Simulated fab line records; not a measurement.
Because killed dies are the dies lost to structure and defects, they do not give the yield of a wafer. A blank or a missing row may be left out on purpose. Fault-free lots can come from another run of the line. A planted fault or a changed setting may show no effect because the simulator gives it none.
A lot that was struck, set against a sound lot	flow nand harc	43 steps out of a route of 1159
Sound: these wafers, L416.4, L416.5, L416.6. Struck: wafers L429.1, L429.4, L429.6. At the end, the cause is stated.
At each step with rows: each side's tool, then ch and its chambers, then its first start. Under that, the readings that differ: sound wafers	struck wafers	difference of the means	sigmas: that difference in standard deviations of wafers without a fault.
alike: same words and numbers on both sides, and readings whose means sit less than 2 such deviations apart. not compared: any withheld reading, any reading some wafer has no value for, any bound like >300 that may hide the same value, and any number with overlapping values for which the record gives no deviation.
A row with sigmas, a row that says differs or no value, or rows on one side alone: a step with any of these is where the two part. Numbers that have no deviation but don't overlap get no sigmas and don't part them. Lack of a reading on every wafer of one side parts them only where that side has two or more wafers.

first, 7 steps without rows for these wafers: NHARC_P_STI_SRD_35; NHARC_P_STI_ETCH_36 (etches SiO2 in dHF, target depth 38.8 nm); NHARC_P_STI_STRIP_24 (strips Si3N4 in H3PO4); NHARC_P_STI_ETCH_37 (etches SiO2 in dHF, target depth 11 nm); NHARC_P_STI_PRECLEAN_38 (cleans in SC1); NHARC_P_STI_SRD_39; NHARC_P_STI_OXIDE_40 (material SiO2, target thk 10 nm, ox time 1362 s).
NHARC_P_STI_INSPECT_25:
  sound on defect inspect-02, day 4 21:19; struck on defect inspect-01, day 7 20:37
  alike: raw defect count
then, 3 steps without rows for these wafers: NHARC_P_GATE_ETCH_69 (etches SiO2 in dHF, target depth 14 nm); NHARC_P_GATE_PRECLEAN_70 (cleans in SC1); NHARC_P_GATE_SRD_01.
NHARC_P_GATE_OXIDE_02: material SiO2, target thk 37.5 nm, ox time 365 s.
  sound on furnace-08 ch 0, day 5 00:36; struck on furnace-08 ch 0, day 7 23:54
  alike: zone power centre pct
then, 8 steps without rows for these wafers: NHARC_P_GATE_DEHYDRATE_03 (time 120 s); NHARC_P_GATE_HMDS_04 (time 30 s); NHARC_P_GATE_COAT_05; NHARC_P_GATE_SOFTBAKE_06 (time 95 s); NHARC_P_GATE_EBR_07; NHARC_P_GATE_EXPOSE_08 (exposes mask P HV); NHARC_P_GATE_PEB_09 (peb time 85 s); NHARC_P_GATE_DEVELOP_10 (time 70 s).
NHARC_P_GATE_CD_MEAS_11: target cd 1640 nm.
  sound on cd sem-03 ch 0, day 5 05:37; struck on cd sem-02 ch 0, day 8 04:59
  alike: cd nm
then, 1 step without rows for these wafers: NHARC_P_GATE_HARDBAKE_12 (time 80 s).
NHARC_P_GATE_DESCUM_13: chemistry O2, time 3 s.
  sound on rie diel-04 ch 0,2,3, day 5 05:49; struck on rie diel-12 ch 0,3, day 8 05:10
  alike: drypump motor current A, oes product au, rf vpp V, showerhead plenum p Torr, throttle valve pct
  not compared: rf hours counter h
then, 6 steps without rows for these wafers: NHARC_P_GATE_ETCH_14 (etches SiO2 in dHF, target depth 48.8 nm); NHARC_P_GATE_STRIP_15 (strips in SPM, time 780 s); NHARC_P_GATE_PRECLEAN_71 (cleans in SC1); NHARC_P_GATE_SRD_72; NHARC_P_GATE_OXIDE_16 (material SiO2, target thk 3 nm, ox time 392 s); NHARC_P_GATE_CVD_17 (deposits poly-Si, target thk 150 nm, time 900 s).
NHARC_P_GATE_HM_DEP_102: deposits aC, target thk 120 nm.
  sound on acl dep-02 ch 0, day 5 18:17; struck on acl dep-02 ch 0, day 8 20:00
  alike: susceptor temp C, throttle valve pct
NHARC_P_GATE_DEP_103: deposits SiON, target thk 30 nm.
  sound on pecvd-01 ch 0,1,2, day 5 18:54; struck on pecvd-01 ch 0,1, day 8 20:43
  alike: heater power outer w, heater power w, susceptor temp C
then, 8 steps without rows for these wafers: NHARC_P_GATE_DEHYDRATE_18 (time 120 s); NHARC_P_GATE_HMDS_19 (time 30 s); NHARC_P_GATE_COAT_20 (resist thk 90 nm); NHARC_P_GATE_SOFTBAKE_21 (time 55 s); NHARC_P_GATE_EBR_22; NHARC_P_GATE_EXPOSE_23 (exposes mask P GATE, target cd 120 nm); NHARC_P_GATE_PEB_24 (peb time 65 s); NHARC_P_GATE_DEVELOP_25 (develop time 35 s).
NHARC_P_GATE_CD_MEAS_26: target cd 120 nm.
  sound on cd sem-03 ch 0, day 5 19:32; struck on cd sem-01 ch 0, day 8 22:32
  alike: cd nm
NHARC_P_GATE_OVL_MEAS_27:
  sound on overlay-02, day 5 19:37; struck on overlay-01, day 8 22:38
  alike: overlay x nm, overlay y nm
NHARC_P_GATE_INSPECT_28:
  sound on defect inspect-01, day 5 19:39; struck on defect inspect-02, day 8 22:50
reading	sound	struck	difference	sigmas
raw defect count	2 2 5	338 306 308	+314	+99 or more
  not compared: hold
NHARC_END_SORT_01:
  the record has rows for the sound wafers here (prober-02 ch 0, day 20 19:50) and none for the struck ones

WHERE THEY PART
At NHARC_P_GATE_INSPECT_28 first; at NHARC_END_SORT_01 last (within this record only).

WHY: whatever the simulator had introduced
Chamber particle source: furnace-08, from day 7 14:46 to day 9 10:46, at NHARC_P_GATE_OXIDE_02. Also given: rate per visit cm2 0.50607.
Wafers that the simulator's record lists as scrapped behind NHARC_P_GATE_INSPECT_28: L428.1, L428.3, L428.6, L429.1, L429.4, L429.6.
